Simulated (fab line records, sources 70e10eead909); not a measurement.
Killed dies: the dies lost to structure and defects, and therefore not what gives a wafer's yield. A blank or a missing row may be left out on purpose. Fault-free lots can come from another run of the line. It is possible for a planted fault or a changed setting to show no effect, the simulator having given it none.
fab line records ; flow nandHarc
record: lots: 5; wafers: 15; lastDay: 23
route steps=1159 shown P_BONDPAD@356 END@1159
lots with no fault: from the same line, run without faults
startH: hours from the record's first day to the start of the lot's first wafer shown ; waitH: time in hours since the lot's previous step ; " the same as in the row above ; L1.1+2: one row covering several wafers at once ; - either no value or no given start ; * or withheld: withheld ; < > ~ a bound
route shown NAME@n: a module of which the file shows steps, and the number in the route of the first ; usual: mean and standard deviation over wafers with no fault ; same: alike in all rows ; chamber/n: place in a boat ; sites: the reading at each site ; _std_site: the values' standard deviation ; _edge_site: outer sites' mean less inner sites' ; radiusMm: for every site, how far away it sits from the centre of the wafer ; mask NAME#n: copy n ; behind: the most recent tool/chamber to have shaped the wafer ; hold: reason for holding the lot/hours on hold/outcome of the hold ; device: the transistor (n, p or np) that didn't switch ; end of line: tests of these same wafers at the route's end ; where a step has no rows: the recipe by itself ; killed: at the first sort, the dies lost to defects and structure; wafer yield is something else ; map: the dies of a wafer, with x for killed, . for not killed, _ for no die there
set.NAME: the setting the step ran with; set.NAME@STEP: the setting that earlier step ran with ; model.NAME: the simulator's own value behind a step, which no gauge read
lots at selected steps of the route; one table per step, one row per wafer
services: a tool's chamber out of use, with start hour (startH, from the record's first day; less than 0 if before it), hours out, and reason
== steps ==
step: NHARC_P_BONDPAD_HMDS_02
recipe: timeS: 30
step: NHARC_P_BONDPAD_COAT_36
recipe: tempC: 200; timeS: 65
step: NHARC_P_BONDPAD_COAT_03
recipe: spinRpm: 2000; resistThkNm: 600
step: NHARC_P_BONDPAD_SOFTBAKE_04
recipe: tempC: 125; timeS: 70
step: NHARC_P_BONDPAD_EBR_05
step: NHARC_P_BONDPAD_EXPOSE_06
recipe: na: 0.55; doseMj: 37.06; maskId: P_BPAD
step: NHARC_P_BONDPAD_PEB_07
recipe: pebTempC: 128; pebTimeS: 80
step: NHARC_P_BONDPAD_DEVELOP_08
recipe: timeS: 50; devTempC: 22
step: NHARC_P_BONDPAD_CD_MEAS_09
recipe: targetCdNm: 500; landingEnergyEv: 500
usual: cdNm: 499.5/2
lot.wafer;tool;chamber;startH;waitH;cdNm
L859.1;cdSem-03;0;146.50;-;499.2
L859.4;cdSem-03;0;146.50;-;497.2
L859.5;cdSem-03;0;146.50;-;499.5
L862.1;cdSem-02;0;158.39;-;497.0
L862.2;cdSem-02;0;158.39;-;500.3
L862.6;cdSem-02;0;158.39;-;498.8
L865.1;cdSem-03;0;172.56;-;499.5
L865.4;cdSem-03;0;172.56;-;496.8
L865.5;cdSem-03;0;172.56;-;496.3
L870.2;cdSem-02;0;209.13;-;496.2
L870.4;cdSem-02;0;209.13;-;496.6
L870.5;cdSem-02;0;209.13;-;501.1
L877.1;cdSem-02;0;244.37;-;498.2
L877.2;cdSem-02;0;244.37;-;499.6
L877.6;cdSem-02;0;244.37;-;500.6
step: NHARC_P_BONDPAD_OVL_MEAS_38
usual: overlayXNm: -2/5.8; overlayYNm: 2/5.2
lot.wafer;tool;chamber;startH;waitH;overlayXNm;overlayYNm
L859.1;overlay-01;-;146.59;-;-1;-2
L859.4;overlay-01;-;146.59;-;-1;-3
L859.5;overlay-01;-;146.59;-;-1;-3
L862.1;overlay-02;-;158.48;-;4;0
L862.2;overlay-02;-;158.48;-;4;0
L862.6;overlay-02;-;158.48;-;4;0
L865.1;overlay-02;-;172.65;-;-4;8
L865.4;overlay-02;-;172.65;-;-4;8
L865.5;overlay-02;-;172.65;-;-3;8
L870.2;overlay-01;-;209.21;-;-7;0
L870.4;overlay-01;-;209.21;-;-6;0
L870.5;overlay-01;-;209.21;-;-6;0
L877.1;overlay-02;-;244.46;-;7;5
L877.2;overlay-02;-;244.46;-;7;5
L877.6;overlay-02;-;244.46;-;7;5
step: NHARC_P_BONDPAD_HARDBAKE_10
recipe: tempC: 118; timeS: 65
step: NHARC_P_BONDPAD_DESCUM_11
recipe: timeS: 3; o2FlowSccm: 200; arFlowSccm: 0; biasPowerW: 0; chemistry: O2
usual: drypumpMotorCurrentA: 6.0/0.45; mfcArSccm: 0.0024/0.0027; oesProductAu: 0.998/0.0088; rfVppV: 57.7/0.89; showerheadPlenumPTorr: 1.89/0.07; throttleValvePct: 11.311/0.0087
same: biasPowerW: 0
lot.wafer;tool;chamber;startH;waitH;drypumpMotorCurrentA;mfcArSccm;oesProductAu;rfHoursCounterH;rfVppV;showerheadPlenumPTorr;throttleValvePct
L859.4;rieDiel-08;2;146.72;-;6.0;0;0.994;1;57.4;1.95;11.309
L859.1;rieDiel-08;0;146.72;-;5.8;0.0063;1.012;1;57.6;1.97;11.301
L859.5;rieDiel-08;1;146.72;-;6.8;0.0039;0.984;-;58.5;1.86;11.302
L862.2;rieDiel-08;0;158.61;-;5.8;0.0063;0.996;2;57.6;1.97;11.317
L862.1;rieDiel-08;1;158.61;-;6.8;0.0039;0.997;2;58.7;1.86;11.326
L862.6;rieDiel-08;0;158.61;-;5.8;0.0063;1.009;-;58.7;1.97;11.301
L865.4;rieDiel-08;1;172.79;-;6.8;0.0039;0.989;4;56.8;1.86;11.323
L865.1;rieDiel-08;2;172.79;-;6.0;0;0.989;3;59.9;1.95;11.300
L865.5;rieDiel-08;0;172.79;-;5.8;0.0063;1.016;-;57.1;1.97;11.314
L870.4;rieDiel-08;2;209.35;-;6.0;0;0.992;6;58.0;1.94;11.324
L870.2;rieDiel-08;3;209.35;-;5.9;0;0.989;6;56.7;1.83;11.309
L870.5;rieDiel-08;2;209.35;-;6.0;0;0.993;-;57.6;1.94;11.323
L877.1;rieDiel-08;0;244.59;-;5.9;0.0063;0.998;11;58.8;1.97;11.314
L877.2;rieDiel-08;1;244.59;-;6.7;0.0039;0.987;11;56.5;1.85;11.321
L877.6;rieDiel-08;0;244.59;-;5.8;0.0063;0.996;-;56.8;1.97;11.320
step: NHARC_P_BONDPAD_ETCH_37
recipe: targetDepthA: 600; overetchA: 180; timeS: 65.91; ionEnergyEv: 200; n2FlowSccm: 150; h2FlowSccm: 150; arFlowSccm: 0; rfW: 400; biasW: 150; chemistry: N2/H2
usual: drypumpMotorCurrentA: 6.0/0.45; mfcArSccm: 0.0025/0.0028; n2FlowSccm: 150.0/0.43; oesProductAu: 0.998/0.0084; rfVppV: 430.1/2.2; showerheadPlenumPTorr: 2.02/0.077; throttleValvePct: 14.172/0.0084
lot.wafer;tool;chamber;startH;waitH;drypumpMotorCurrentA;mfcArSccm;n2FlowSccm;oesProductAu;rfHoursCounterH;rfVppV;showerheadPlenumPTorr;throttleValvePct
L859.1;rieDiel-08;1;146.80;0.1;6.8;0.0039;150.2;0.992;1;428.9;1.98;14.174
L859.4;rieDiel-08;2;146.80;0.1;5.9;0;149.8;1.003;1;432.2;2.08;14.170
L859.5;rieDiel-08;2;146.80;0.1;5.9;0;149.5;1.000;-;431.7;2.08;14.181
L862.1;rieDiel-08;1;158.68;0.1;6.8;0.0039;151.5;0.990;2;429.7;1.98;14.165
L862.2;rieDiel-08;0;158.68;0.1;5.8;0.0063;150.2;1.000;2;432.5;2.11;14.185
L862.6;rieDiel-08;2;158.68;0.1;6.0;0;150.7;0.992;-;431.5;2.08;14.161
L865.1;rieDiel-08;1;172.87;0.1;6.7;0.0039;149.5;0.991;4;429.7;1.98;14.180
L865.4;rieDiel-08;2;172.87;0.1;6.0;0;150.1;0.993;3;431.4;2.07;14.170
L865.5;rieDiel-08;1;172.87;0.1;6.7;0.0039;150.0;0.996;-;429.2;1.98;14.159
L870.4;rieDiel-08;2;209.43;0.1;6.0;0;150.5;0.990;6;431.4;2.07;14.170
L870.2;rieDiel-08;3;209.43;0.1;5.9;0;150.0;0.997;6;427.9;1.95;14.160
L870.5;rieDiel-08;1;209.43;0.1;6.8;0.0039;149.6;0.995;-;430.0;1.98;14.171
L877.2;rieDiel-08;0;244.68;0.1;5.8;0.0063;150.6;0.843;11;430.9;2.10;14.188
L877.1;rieDiel-08;2;244.68;0.1;6.0;0;149.8;0.839;9;431.8;2.07;14.161
L877.6;rieDiel-08;0;244.68;0.1;5.9;0.0063;150.8;1.000;-;433.4;2.10;14.184
step: NHARC_P_BONDPAD_ETCH_12
recipe: targetDepthA: 2000; timeS: 100; chf3FlowSccm: 50; o2FlowSccm: 10; arFlowSccm: 200; rfW: 500; biasW: 200; chemistry: CHF3/O2
usual: drypumpMotorCurrentA: 6.0/0.44; mfcArSccm: 200.0/0.53; oesProductAu: 0.939/0.022; rfVppV: 370.1/2.1; showerheadPlenumPTorr: 2.38/0.085; throttleValvePct: 20.571/0.009
lot.wafer;tool;chamber;startH;waitH;drypumpMotorCurrentA;mfcArSccm;oesProductAu;rfHoursCounterH;rfVppV;showerheadPlenumPTorr;throttleValvePct
L859.4;rieDiel-08;0;-;-;5.9;199.7;0.985;1;370.8;2.48;20.573
L859.1;rieDiel-08;1;-;-;6.8;200.3;0.956;1;370.3;2.33;20.584
L859.5;rieDiel-08;2;-;-;6.0;200.3;0.955;-;370.2;2.44;20.563
L862.1;rieDiel-08;1;-;-;6.7;200.1;0.915;2;369.2;2.33;20.569
L862.2;rieDiel-08;0;-;-;5.8;199.1;0.921;2;372.9;2.47;20.570
L862.6;rieDiel-08;1;-;-;6.8;199.6;0.919;-;371.4;2.33;20.553
L865.1;rieDiel-08;0;-;-;5.8;200.4;0.926;4;372.4;2.47;20.585
L865.4;rieDiel-08;2;-;-;6.0;200.2;0.916;4;370.9;2.44;20.561
L865.5;rieDiel-08;0;-;-;5.8;200.2;0.936;-;371.7;2.47;20.574
L870.4;rieDiel-08;1;-;-;6.8;200.0;0.930;7;368.5;2.33;20.561
L870.2;rieDiel-08;2;-;-;6.0;200.8;0.920;6;370.8;2.44;20.562
L870.5;rieDiel-08;3;-;-;5.9;201.2;0.922;-;368.1;2.30;20.575
L877.2;rieDiel-08;0;-;-;5.8;200.5;0.928;11;373.8;2.47;20.568
L877.1;rieDiel-08;1;-;-;6.8;200.1;0.920;11;368.4;2.33;20.574
L877.6;rieDiel-08;3;-;-;5.9;200.5;0.914;-;369.8;2.30;20.587
step: NHARC_END_SORT_01
recipe: tempC: 25
usual: defectLimitedYield: 96.2/1.3; killedAtArray: 21/8.9; killedAtOther: 0.8/1.3; killedAtPeriphery: 3.6/2.4; killedDies: 26/8.9; killedOpen: 3.1/1.8; killedShort: 1.9/1.3; sort_bin_2_pct: 1.2/0.54; sort_bin_3_pct: 0.21/0.17; sort_bin_4_pct: 2.4/0.91; sortNPass: 651/8.9; sortRimYieldPct: 95.0/2.8; sortYieldPct: 96.2/1.3
same: grossDies: 677; sort_bin_5_pct[%]: 0; sort_bin_6_pct[%]: 0; sort_bin_7_pct[%]: 0; sort_bin_8_pct[%]: 0; sortRimNGross: 106.00
lot.wafer;tool;chamber;startH;waitH;defectLimitedYield[%];killedAtArray;killedAtOther;killedAtPeriphery;killedDies;killedOpen;killedShort;sort_bin_2_pct[%];sort_bin_3_pct[%];sort_bin_4_pct[%];sortNPass;sortRimYieldPct[%];sortYieldPct[%]
L859.1;prober-02;0;446.15;2.5;96.3;19;0;6;25;3;1;1.0;0.44;2.2;652;91.5;96.3
L859.4;prober-02;0;448.51;3.4;96.8;22;0;0;22;6;1;1.0;0;2.2;655;96.2;96.8
L859.5;prober-02;0;449.29;3.6;97.6;15;0;1;16;2;2;1.0;0.15;1.2;661;96.2;97.6
L865.1;prober-02;0;485.01;2.5;93.9;37;0;4;41;4;0;1.9;0.15;4.0;636;92.5;93.9
L865.4;prober-02;0;487.39;3.4;92.2;48;0;5;53;2;3;2.7;0.44;4.7;624;95.3;92.2
L865.5;prober-02;0;488.19;3.7;94.8;30;1;4;35;4;3;1.3;0.30;3.5;642;94.3;94.8
L870.2;prober-01;0;524.34;2.8;93.6;35;0;8;43;6;1;2.2;0.74;3.4;634;94.3;93.6
L870.4;prober-01;0;525.94;3.4;94.5;28;1;8;37;5;3;1.8;0.59;3.1;640;96.2;94.5
L870.5;prober-01;0;526.74;3.7;95.7;27;0;2;29;2;0;1.6;0.44;2.2;648;95.3;95.7
L877.1;prober-01;0;543.34;2.5;95.9;28;0;0;28;2;2;1.3;0.44;2.4;649;95.3;95.9
L877.2;prober-01;0;544.13;2.8;95.6;28;0;2;30;6;1;1.3;0.44;2.7;647;97.2;95.6
L877.6;prober-01;0;547.32;4.0;96.6;22;0;1;23;2;1;1.2;0.44;1.8;654;100.0;96.6
killed by level:class
L859.1 A_SLIT:chamberFilmFlake=8 A_CONTACT:chamberFilmFlake=7 P_STI:chamberFilmFlake=3 P_CONTACT:geometricParticle:open=2 A_ONON_D1:geometricParticle:open=1 A_CHANNEL_FILL_D1:geometricParticle:short=1 P_ZERO_WELL:chamberFilmFlake=1 A_STAIRCASE:chamberFilmFlake=1
L859.4 A_SLIT:chamberFilmFlake=5 A_CHANNEL_HOLE_D1:chamberFilmFlake=5 A_CHANNEL_FILL_D1:geometricParticle:open=2 A_STAIRCASE:chamberFilmFlake=2 A_CONTACT:chamberFilmFlake=2 A_ONON_D1:geometricParticle:open=1 A_SGD_CUT:geometricParticle:open=1 A_WL_FILL:geometricParticle:short=1
L859.5 A_SLIT:chamberFilmFlake=5 A_STAIRCASE:chamberFilmFlake=3 A_CONTACT:chamberFilmFlake=2 P_CONTACT:geometricParticle:short=1 A_CHANNEL_HOLE_D1:geometricParticle:short=1 A_CHANNEL_HOLE_D1:geometricParticle:open=1 A_M0:geometricParticle:open=1 A_CHANNEL_HOLE_D1:chamberFilmFlake=1
L865.1 A_CHANNEL_HOLE_D1:chamberFilmFlake=15 A_SLIT:chamberFilmFlake=7 A_M0:chamberFilmFlake=6 A_CONTACT:chamberFilmFlake=4 P_GATE:chamberFilmFlake=2 P_M2:geometricParticle:open=1 A_CHANNEL_FILL_D1:geometricParticle:open=1 A_SGD_CUT:geometricParticle:open=1
L865.4 A_CHANNEL_HOLE_D1:chamberFilmFlake=21 A_SLIT:chamberFilmFlake=15 A_M0:chamberFilmFlake=5 P_GATE:chamberFilmFlake=3 A_WL_FILL:geometricParticle:short=2 A_CONTACT:geometricParticle:open=2 P_M0:chamberFilmFlake=2 A_SGD_CUT:geometricParticle:short=1
L865.5 A_CHANNEL_HOLE_D1:chamberFilmFlake=13 A_SLIT:chamberFilmFlake=7 A_M0:chamberFilmFlake=4 A_ONON_D1:geometricParticle:short=2 P_M0:geometricParticle:open=1 A_WL_FILL:geometricParticle:open=1 A_CONTACT:geometricParticle:open=1 A_M1:geometricParticle:short=1
L870.2 A_CHANNEL_HOLE_D1:chamberFilmFlake=24 P_ZERO_WELL:chamberFilmFlake=5 A_M0:geometricParticle:open=3 A_SLIT:chamberFilmFlake=3 A_CONTACT:chamberFilmFlake=3 P_CONTACT:geometricParticle:open=1 P_M0:geometricParticle:open=1 P_M0:geometricParticle:short=1
L870.4 A_CHANNEL_HOLE_D1:chamberFilmFlake=18 A_SLIT:chamberFilmFlake=6 P_ZERO_WELL:chamberFilmFlake=3 P_CONTACT:geometricParticle:open=1 P_M0:geometricParticle:open=1 P_M2:geometricParticle:short=1 A_ONON_D1:geometricParticle:open=1 A_SGD_CUT:geometricParticle:short=1
L870.5 A_CHANNEL_HOLE_D1:chamberFilmFlake=16 A_SLIT:chamberFilmFlake=5 A_CONTACT:chamberFilmFlake=3 P_ZERO_WELL:chamberFilmFlake=2 A_CONTACT:geometricParticle:open=1 A_M0:geometricParticle:open=1 A_WL_FILL:chamberFilmFlake=1
L877.1 A_CHANNEL_HOLE_D1:chamberFilmFlake=20 A_STAIRCASE:chamberFilmFlake=3 A_CONTACT:geometricParticle:open=2 A_CHANNEL_HOLE_D1:geometricParticle:short=1 A_WL_FILL:geometricParticle:short=1 A_CONTACT:chamberFilmFlake=1
L877.2 A_CHANNEL_HOLE_D1:chamberFilmFlake=19 P_GATE:geometricParticle:open=2 A_CONTACT:geometricParticle:open=2 A_STAIRCASE:chamberFilmFlake=2 A_CHANNEL_HOLE_D1:geometricParticle:short=1 A_CHANNEL_HOLE_D1:geometricParticle:open=1 A_SGD_CUT:geometricParticle:open=1 A_SLIT:chamberFilmFlake=1
L877.6 A_CHANNEL_HOLE_D1:chamberFilmFlake=16 A_CONTACT:chamberFilmFlake=3 A_CONTACT:geometricParticle:open=2 A_BLC:geometricParticle:short=1 P_GATE:chamberFilmFlake=1
== services ==
tool;chamber;startH;hours;kind
rieDiel-08;-;124.80;9.0;pm
rieDiel-08;0;124.80;9.0;ventCycle
rieDiel-08;1;124.80;9.0;ventCycle
rieDiel-08;2;124.80;9.0;ventCycle
rieDiel-08;3;124.80;9.0;ventCycle
rieDiel-08;0;133.80;-;clean
rieDiel-08;1;133.80;-;clean
rieDiel-08;2;133.80;-;clean
rieDiel-08;3;133.80;-;clean
rieDiel-08;0;158.30;-;clean
rieDiel-08;1;158.30;-;clean
rieDiel-08;2;158.30;-;clean
rieDiel-08;3;158.30;-;clean
rieDiel-08;0;182.80;-;clean
rieDiel-08;1;182.80;-;clean
rieDiel-08;2;182.80;-;clean
rieDiel-08;3;182.80;-;clean
rieDiel-08;0;207.32;-;clean
rieDiel-08;1;207.32;-;clean
rieDiel-08;2;207.32;-;clean
rieDiel-08;3;207.32;-;clean
rieDiel-08;2;217.48;6.4;repair
rieDiel-08;0;231.82;-;clean
rieDiel-08;1;231.82;-;clean
== key ==
firstSign: step: NHARC_P_BONDPAD_ETCH_37; reading: oesProductAu; direction: down; sigmas: 19; usual: 0.998; struck: 0.841
effect none on later readings
metAt NHARC_P_BONDPAD_ETCH_37
struckWafers L877.1,L877.2
onsetBetween 209.43 244.68
fault: kind: processParameterDrift; tool: rieDiel-08; chamber: -; onsetH: 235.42; steps: NHARC_P_BONDPAD_ETCH_37; channel: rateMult; offset: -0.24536; shape: step; endH: 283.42; scope: struckWafersOnly
